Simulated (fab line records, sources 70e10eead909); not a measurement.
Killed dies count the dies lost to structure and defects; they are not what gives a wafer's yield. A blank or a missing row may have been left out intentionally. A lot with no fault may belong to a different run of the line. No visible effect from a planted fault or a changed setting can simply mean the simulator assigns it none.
A struck lot beside a sound one / flow nand harc / 22 out of 1302 route steps
Sound: wafers L593.2, L593.3, L593.5. Wafers struck: L601.2, L601.4, L601.6. The cause is given at the end.
Per side, at each step with rows, come the tool, then ch with its chambers, and then its first start. Under that, the readings that differ: sound wafers / struck wafers / difference of the means / sigmas: that difference in standard deviations of wafers without a fault.
alike: a reading whose means differ by less than 2 such deviations, as well as words and numbers matching on both sides. not compared: withheld readings; readings where some wafer has no value; bounds like >300 that might hide an equal value; numbers whose values overlap and for which the record gives no deviation.
A row with sigmas, a row that says differs or no value, or rows on one side alone: a step with any of these is where the two part. When numbers do not overlap yet have no deviation, they are printed without sigmas and do not part them. Lack of a reading on every wafer of one side parts them only where that side has two or more wafers.

NHARC_P_CONTACT_CVD_23: deposits W, target thk 200 nm, time 557 s.
  sound: cvd w-01 ch 0,1; struck: cvd w-01 ch 0,1
  alike: heater power w, mfc ar sccm, throttle valve pct
NHARC_P_CONTACT_CMP_24: polishes, t overpolish 30 s, target thk 200 nm.
  sound on cmp-03 ch 1,2, day 9 09:23; struck on cmp-01 ch 2,3, day 12 17:41
  alike: motor current A, overpolish run s, time to endpoint s
after that, 1 step had no rows for these wafers: NHARC_P_CONTACT_SRD_26.
NHARC_P_CONTACT_INSPECT_27:
  sound: defect inspect-01 at day 9 09:47; struck: defect inspect-02 at day 12 18:05
  alike: raw defect count
then, 7 steps without rows for these wafers: NHARC_P_M0_DEP_00 (deposits SiOC, target thk 150 nm); NHARC_P_M0_DEHYDRATE_01 (time 120 s); NHARC_P_M0_HMDS_02 (time 30 s); NHARC_P_M0_COAT_33 (time 65 s); NHARC_P_M0_COAT_03 (resist thk 90 nm); NHARC_P_M0_SOFTBAKE_04 (time 55 s); NHARC_P_M0_EBR_05.
NHARC_P_M0_EXPOSE_06: exposes mask P M0, target cd 90 nm.
  sound on arfi scanner-03 ch 0, day 9 10:34; struck on arfi scanner-01 ch 0, day 12 18:43
reading=exposure dose mJ cm2; sound=81.17 81.22 81.28; struck=91.49 91.38 91.41; difference=+10.20; sigmas=+99 or more
  alike: mask
then, 2 steps without rows for these wafers: NHARC_P_M0_PEB_07 (peb time 65 s); NHARC_P_M0_DEVELOP_08 (develop time 35 s).
NHARC_P_M0_CD_MEAS_09: target cd 90 nm.
  sound on cd sem-03 ch 0, day 9 10:42; struck on cd sem-01 ch 0, day 12 18:52
reading=cd nm (nm); sound=90.7 90.6 91.1; struck=96.8 97.0 96.3; difference=+5.9; sigmas=+10
NHARC_P_M0_OVL_MEAS_10: pitch 180 nm.
  sound: overlay-02 at day 9 10:47; struck: overlay-02 at day 12 18:57
  alike: overlay x nm, overlay y nm
NHARC_P_M0_INSPECT_11:
  sound: defect inspect-02 at day 9 10:49; struck: defect inspect-02 at day 12 18:59
  alike: raw defect count
NHARC_P_M0_DESCUM_14: chemistry O2, time 3 s.
  sound on rie diel-05 ch 1,2,3, day 9 10:53; struck on rie diel-05 ch 0,1,3, day 12 19:03
reading=model.P_M0.cd nm (nm); sound=90.76 90.43 91.31; struck=96.61 96.93 96.1; difference=+5.71; sigmas=
  alike: drypump motor current A, mfc ar sccm, oes product au, rf vpp V, showerhead plenum p Torr, throttle valve pct
  not compared: rf hours counter h
NHARC_P_M0_ETCH_34: etches the open film in N2/H2, target depth 40 nm, overetch 12 nm, time 43.94 s.
  sound on rie diel-05 ch 0,2, day 9 10:58; struck on rie diel-05 ch 0,2, day 12 19:10
  alike: drypump motor current A, mfc ar sccm, oes product au, rf vpp V, showerhead plenum p Torr, throttle valve pct
  not compared: rf hours counter h
NHARC_P_M0_ETCH_15: etches the open film in C4F8/Ar, target depth 150 nm, overetch 15 nm, time 82.5 s.
  sound: rie diel-05 ch 0,1; struck: rie diel-05 ch 0,1
reading=model.P_M0.cd nm (nm); sound=90.73 91.13 91.14; struck=95.81 97.05 95.78; difference=+5.21; sigmas=
  alike: oes product au, rf vpp V
  not compared: rf hours counter h
NHARC_P_M0_CD_MEAS_16:
  sound: cd sem-03 at day 9 11:11; struck: cd sem-01 at day 12 19:26
reading=cd nm (nm); sound=90.7 91.3 91.2; struck=95.9 97.1 95.7; difference=+5.2; sigmas=+7
-- jump in the record: it breaks off in module P_M0 and resumes in module END (first step shown: number 1302 of the route), and 18 days separate the struck wafers' starts before and after --
NHARC_END_SORT_01:
  at this point the record logs the struck wafers (prober-01 ch 0, day 30 10:03) and has no rows for the sound ones

## WHERE THEY PART
At NHARC_P_M0_EXPOSE_06 first; at NHARC_END_SORT_01 last (within this record only).

WHY: the cause the simulator had injected
Process parameters drifting: arfi scanner-01 at NHARC_P_M0_EXPOSE_06, beginning at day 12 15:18. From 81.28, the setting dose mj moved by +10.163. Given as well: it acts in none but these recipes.
